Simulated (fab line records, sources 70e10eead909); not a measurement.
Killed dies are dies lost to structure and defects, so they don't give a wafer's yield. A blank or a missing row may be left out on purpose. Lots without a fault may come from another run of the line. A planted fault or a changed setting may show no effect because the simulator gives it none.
Which tool did it? | flow nand_harc | 13 lots, 39 wafers sampled, at 4 steps of a route of 1159

WHAT THE GAUGES READ, wafer by wafer
The record holds no reading of a measuring or inspecting step that can be judged against a usual standard deviation.

WHICH TOOL RAN EACH LOT (tool, then ch and the chambers of the sampled wafers, then the start)
lot  | NHARC_A_STAIRCASE_ETCH_313         | NHARC_A_STAIRCASE_ALD_420        | NHARC_A_STAIRCASE_DEP_322       | NHARC_A_STAIRCASE_DEP_325
L468 | rie_diel-11 ch 0,1, day 11 19:56   | ald_hk-04 ch 0,1, day 12 05:16   | pecvd-03 ch 0,1,2, day 12 20:35 | pecvd-02 ch 0,2, day 13 03:38
L470 | rie_diel-06 ch 1,2,3, day 12 00:03 | ald_hk-04 ch 2,3, day 12 09:18   | pecvd-03 ch 0,1, day 13 01:14   | pecvd-01 ch 1,2, day 13 10:11
L472 | rie_diel-06 ch 0,2,3, day 12 05:52 | ald_hk-04 ch 2,3, day 12 14:05   | pecvd-02 ch 0,2, day 13 06:53   | pecvd-02 ch 0,2, day 13 16:05
L474 | rie_diel-06 ch 0,1,3, day 13 01:10 | ald_hk-04 ch 0,1,3, day 13 10:01 | pecvd-03 ch 0,2, day 14 00:32   | pecvd-01 ch 0,1,2, day 14 08:44
L473 | rie_diel-06 ch 0,3, day 13 02:53   | ald_hk-04 ch 0,1,2, day 13 09:23 | pecvd-02 ch 1,2, day 14 00:46   | pecvd-03 ch 1,2, day 14 08:50
L479 | rie_diel-11 ch 0,2,3, day 14 11:49 | ald_hk-03 ch 0,1,2, day 14 17:47 | pecvd-02 ch 0,1,2, day 15 12:44 | pecvd-02 ch 0,1,2, day 15 19:46
L481 | rie_diel-06 ch 1,2,3, day 14 23:32 | ald_hk-03 ch 0,1,3, day 15 09:26 | pecvd-03 ch 0,1,2, day 16 00:37 | pecvd-02 ch 0,1,2, day 16 07:41
L480 | rie_diel-01 ch 1,2, day 15 00:26   | ald_hk-01 ch 1,2,3, day 15 09:59 | pecvd-02 ch 0,1,2, day 16 00:47 | pecvd-03 ch 0,1,2, day 16 07:53
L483 | rie_diel-06 ch 2,3, day 15 13:13   | ald_hk-03 ch 2,3, day 15 22:13   | pecvd-01 ch 1,2, day 16 18:21   | pecvd-02 ch 0,1,2, day 17 03:30
L487 | rie_diel-01 ch 0,2,3, day 16 01:08 | ald_hk-01 ch 0,1,3, day 16 09:05 | pecvd-03 ch 0,1,2, day 17 01:38 | pecvd-01 ch 0,1,2, day 17 10:50
L488 | rie_diel-01 ch 1,2,3, day 16 15:55 | ald_hk-01 ch 0,1,2, day 16 23:49 | pecvd-01 ch 1,2, day 17 15:11   | pecvd-03 ch 0,1,2, day 17 22:19
L491 | rie_diel-06 ch 0,2,3, day 17 02:36 | ald_hk-04 ch 0,2,3, day 17 10:50 | pecvd-01 ch 0,1,2, day 18 02:10 | pecvd-03 ch 0,1,2, day 18 09:14
L489 | rie_diel-06 ch 0,2,3, day 17 04:28 | ald_hk-01 ch 1,3, day 17 11:47   | pecvd-03 ch 0,2, day 18 02:09   | pecvd-01 ch 0,1,2, day 18 09:22
- NHARC_A_STAIRCASE_ETCH_313: etches the open film in CF4/CHF3.
- NHARC_A_STAIRCASE_ALD_420: deposits SiO2, target thk 20 nm, pulse time 6 s, ald cycles 200.
- NHARC_A_STAIRCASE_DEP_322: deposits SiO2, target thk 3800 nm.
- NHARC_A_STAIRCASE_DEP_325: deposits SiO2, target thk 3800 nm.

WHAT THE TOOLS THEMSELVES READ (means of the sampled wafers that have a number; where no wafer has one, the mark that the record gives instead)
NHARC_A_STAIRCASE_ETCH_313. Usual: cf4_flow_sccm 100.0 sccm, standard deviation 0.34; chamber_pressure_mTorr 25.000 mTorr, standard deviation 0.022; drypump_motor_current_A 5.7 A, standard deviation 0.39; oes_product_au 0.934 a.u., standard deviation 0.017; rf_vpp_V 370.9 V, standard deviation 2.3; showerhead_plenum_p_Torr 1.59 Torr, standard deviation 0.067; throttle_valve_pct 16.802 %, standard deviation 0.0095.
lot  | tool        | cf4_flow_sccm (sccm) | chamber_pressure_mTorr (mTorr) | drypump_motor_current_A (A) | oes_product_au (a.u.) | rf_vpp_V (V) | showerhead_plenum_p_Torr (Torr) | throttle_valve_pct (%) | flag
L468 | rie_diel-11 | 100.0                | 25.004                         | 6.1                         | 0.926                 | 371.7        | 1.62                            | 16.802                 |
L470 | rie_diel-06 | 100.2                | 24.987                         | 5.4                         | 0.932                 | 371.8        | 1.62                            | 16.797                 |
L472 | rie_diel-06 | 100.2                | 25.020                         | 5.6                         | 0.962                 | 372.6        | 1.58                            | 16.799                 |
L474 | rie_diel-06 | 100.1                | 24.979                         | 5.7                         | 0.926                 | 372.1        | 1.62                            | 16.808                 |
L473 | rie_diel-06 | 100.1                | 25.001                         | 5.7                         | 0.920                 | 372.4        | 1.61                            | 16.807                 |
L479 | rie_diel-11 | 99.9                 | 24.985                         | 5.5                         | 0.929                 | 371.7        | 1.61                            | 16.805                 |
L481 | rie_diel-06 | 100.0                | 25.005                         | 5.4                         | 0.925                 | 371.6        | 1.61                            | 16.812                 |
L480 | rie_diel-01 | 100.0                | 25.012                         | 5.8                         | 0.941                 | 372.3        | 1.64                            | 16.809                 |
L483 | rie_diel-06 | 100.3                | 25.015                         | 5.3                         | 0.927                 | 371.7        | 1.61                            | 16.806                 |
L487 | rie_diel-01 | 100.0                | 25.008                         | 6.0                         | 0.971                 | 370.0        | 1.56                            | 16.806                 |
L488 | rie_diel-01 | 100.1                | 24.986                         | 5.8                         | 0.929                 | 370.8        | 1.59                            | 16.807                 |
L491 | rie_diel-06 | 100.2                | 24.992                         | 5.6                         | 0.966                 | 371.2        | 1.57                            | 16.796                 |
L489 | rie_diel-06 | 99.7                 | 24.997                         | 5.6                         | 0.925                 | 370.5        | 1.57                            | 16.798                 |

NHARC_A_STAIRCASE_ALD_420. Usual: heater_power_w 444 W, standard deviation 40; precursor_pulse_height_rel 1.000, standard deviation 0.02.
lot  | tool      | heater_power_w (W) | precursor_pulse_height_rel | flag
L468 | ald_hk-04 | 475                | 0.996                      |
L470 | ald_hk-04 | 497                | 0.995                      |
L472 | ald_hk-04 | 483                | 0.995                      |
L474 | ald_hk-04 | 474                | 1.020                      |
L473 | ald_hk-04 | 476                | 0.988                      |
L479 | ald_hk-03 | 432                | 0.982                      |
L481 | ald_hk-03 | 425                | 1.011                      |
L480 | ald_hk-01 | 411                | 1.007                      |
L483 | ald_hk-03 | 454                | 1.002                      |
L487 | ald_hk-01 | 440                | 1.004                      |
L488 | ald_hk-01 | 423                | 1.003                      |
L491 | ald_hk-04 | 486                | 1.006                      |
L489 | ald_hk-01 | 440                | 1.003                      |

NHARC_A_STAIRCASE_DEP_322. Usual: heater_power_w 622 W, standard deviation 130; mfc_precursor_sccm 200.0 sccm, standard deviation 0.63.
lot  | tool     | heater_power_w (W) | mfc_precursor_sccm (sccm) | flag
L468 | pecvd-03 | 647                | 200.3                     |
L470 | pecvd-03 | 633                | 199.7                     |
L472 | pecvd-02 | 523                | 200.4                     |
L474 | pecvd-03 | 555                | 199.7                     |
L473 | pecvd-02 | 612                | 199.5                     |
L479 | pecvd-02 | 585                | 178.9                     | OFF
L481 | pecvd-03 | 704                | 200.0                     |
L480 | pecvd-02 | 540                | 179.4                     | OFF
L483 | pecvd-01 | 675                | 200.0                     |
L487 | pecvd-03 | 685                | 199.6                     |
L488 | pecvd-01 | 667                | 199.2                     |
L491 | pecvd-01 | 688                | 200.4                     |
L489 | pecvd-03 | 531                | 199.9                     |

NHARC_A_STAIRCASE_DEP_325. Usual: heater_power_w 623 W, standard deviation 130; mfc_precursor_sccm 200.0 sccm, standard deviation 0.58.
lot  | tool     | heater_power_w (W) | mfc_precursor_sccm (sccm) | flag
L468 | pecvd-02 | 546                | 199.3                     |
L470 | pecvd-01 | 698                | 200.3                     |
L472 | pecvd-02 | 612                | 200.0                     |
L474 | pecvd-01 | 692                | 200.2                     |
L473 | pecvd-03 | 621                | 199.8                     |
L479 | pecvd-02 | 572                | 199.9                     |
L481 | pecvd-02 | 629                | 199.9                     |
L480 | pecvd-03 | 612                | 200.5                     |
L483 | pecvd-02 | 545                | 200.0                     |
L487 | pecvd-01 | 718                | 200.2                     |
L488 | pecvd-03 | 649                | 199.8                     |
L491 | pecvd-03 | 688                | 199.3                     |
L489 | pecvd-01 | 648                | 200.4                     |

THE ANSWER, worked out from the rows above alone
Rule: a lot is off if the mean of its wafers that have a number lies more than 3 standard deviations from the usual mean. A lot without any number at a reading at which 4 lots or more have one is off too. The other lots that the step has rows for count as sound. The gauges are gone through in route order, then the tools' own readings, and for those a lot's mean is taken as printed above. The first step at which some lot is off is used, and at that step the reading that is off furthest; a lot without a number counts as furthest.
Off: L479, L480, at NHARC_A_STAIRCASE_DEP_322 (mfc_precursor_sccm).
A tool fits if, at that step or a process step before it, it ran every lot that is off, and no sound lot after the first of them. One fits: pecvd-02 at NHARC_A_STAIRCASE_DEP_322. Its last sound lot is L473 (day 14 00:46), its first lot that is off L479 (day 15 12:44): a fault that began between those two fits.
The tool's own readings at NHARC_A_STAIRCASE_DEP_322 bear it out: on the lots that are off they differ by more than 5 times the standard deviation of the sound lots' means. mfc_precursor_sccm reads 179.2 sccm there against 199.9 sccm on the sound lots.

WHAT THE SIMULATOR HAD PUT IN
Process parameter drift: pecvd-02, from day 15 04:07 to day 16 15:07, at NHARC_A_STAIRCASE_DEP_322. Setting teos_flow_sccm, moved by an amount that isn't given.
Lots struck among those shown: L479, L480. The rule above found the same.
